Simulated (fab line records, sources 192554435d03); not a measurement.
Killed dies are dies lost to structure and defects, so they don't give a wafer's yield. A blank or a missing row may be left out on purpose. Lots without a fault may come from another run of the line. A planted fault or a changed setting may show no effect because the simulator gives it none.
One fault seen from 3 desks | flow n5_finfet | each desk has only its own numbers; what lay behind them comes last

THE METROLOGY DESK
What the gauges read, lot by lot, whatever tool the lot ran on: means of the sampled wafers that have a number. A lot is out of limits, marked OUT, if its mean lies more than 4 standard deviations from the usual mean; the brackets give that distance. Of its 12 readings 7 are shown: those that lie furthest out on some lot.
Columns: A = DIBL_N at N5_BEOL_M4_RC_MEAS_101, usual 36.0 mV/V; B = DIBL_P at N5_BEOL_M4_RC_MEAS_101, usual 35.9 mV/V; C = IOFF_N at N5_BEOL_M4_RC_MEAS_101, usual 0.16 nA/um; D = IOFF_P at N5_BEOL_M4_RC_MEAS_101, usual 0.21 nA/um; E = ION_P at N5_BEOL_M4_RC_MEAS_101, usual 463 uA/um; F = VT_N at N5_BEOL_M4_RC_MEAS_101, usual 250 mV; G = VT_P at N5_BEOL_M4_RC_MEAS_101, usual -251 mV
lot  | first seen here | A    | B    | C    | D    | E   | F   | G
L232 | day 3 17:10     | 36.1 | 37.3 | 0.16 | 0.20 | 459 | 250 | -252
L235 | day 4 15:44     | 34.0 | 34.2 | 0.14 | 0.18 | 465 | 250 | -252
L244 | day 6 17:37     | 35.0 | 34.0 | 0.12 | 0.20 | 468 | 254 | -250
L245 | day 6 22:10     | 32.5 | 32.4 | 0.10 | 0.14 | 450 | 258 | -258
L251 | day 8 10:41     | 36.3 | 35.7 | 0.17 | 0.24 | 471 | 249 | -246
L253 | day 8 22:57     | 34.6 | 34.2 | 0.16 | 0.21 | 468 | 247 | -249
This desk's finding: nothing out of limits on any of the 6 lots.

THE TOOL OWNER'S DESK: rie_diel-05
The tool's own readings at N5_SD_EPI_P_ETCH_47 (etches SiOCN in CH3F/O2, target depth 25 nm): means of the sampled wafers that have a number, for each lot that ran on this tool. A lot is out of limits, marked OUT, if its mean lies more than 4 standard deviations from the usual mean; the brackets give that distance.
Columns: A = drypump_motor_current_A at N5_SD_EPI_P_ETCH_47, usual 5.8 A; B = oes_product_au at N5_SD_EPI_P_ETCH_47, usual 0.80 a.u.; C = rf_vpp_V at N5_SD_EPI_P_ETCH_47, usual 128.2 V; D = showerhead_plenum_p_Torr at N5_SD_EPI_P_ETCH_47, usual 2.00 Torr; E = throttle_valve_pct at N5_SD_EPI_P_ETCH_47, usual 16.21 %
lot  | first seen here | A   | B    | C     | D    | E
L235 | day 4 16:28     | 6.0 | 0.78 | 128.4 | 2.00 | 16.28
L244 | day 6 18:13     | 5.7 | 0.83 | 126.8 | 2.02 | 16.23
L245 | day 6 23:17     | 5.8 | 0.84 | 127.1 | 2.02 | 16.23
This desk's finding: nothing out of limits on any of the 3 lots.

THE DEFECT DESK
What the inspections along the route counted, lot by lot: means of the sampled wafers that have a number. A lot is out of limits, marked OUT, if its mean lies more than 4 standard deviations from the usual mean; the brackets give that distance.
Columns: A = raw_defect_count at N5_SD_EPI_P_INSPECT_11, usual 2.0
lot  | first seen here | A
L232 | day 3 17:14     | 2.0
L235 | day 4 15:47     | 1.7
L244 | day 6 17:40     | 1.5
L245 | day 6 22:13     | 3.5
L251 | day 8 10:46     | 3.3
L253 | day 8 23:00     | 1.7
This desk's finding: nothing out of limits on any of the 6 lots.

PUT TOGETHER
The metrology desk saw nothing out of limits.
The tool owner's desk saw nothing out of limits.
The defect desk saw nothing out of limits.

WHAT THE SIMULATOR HAD PUT IN
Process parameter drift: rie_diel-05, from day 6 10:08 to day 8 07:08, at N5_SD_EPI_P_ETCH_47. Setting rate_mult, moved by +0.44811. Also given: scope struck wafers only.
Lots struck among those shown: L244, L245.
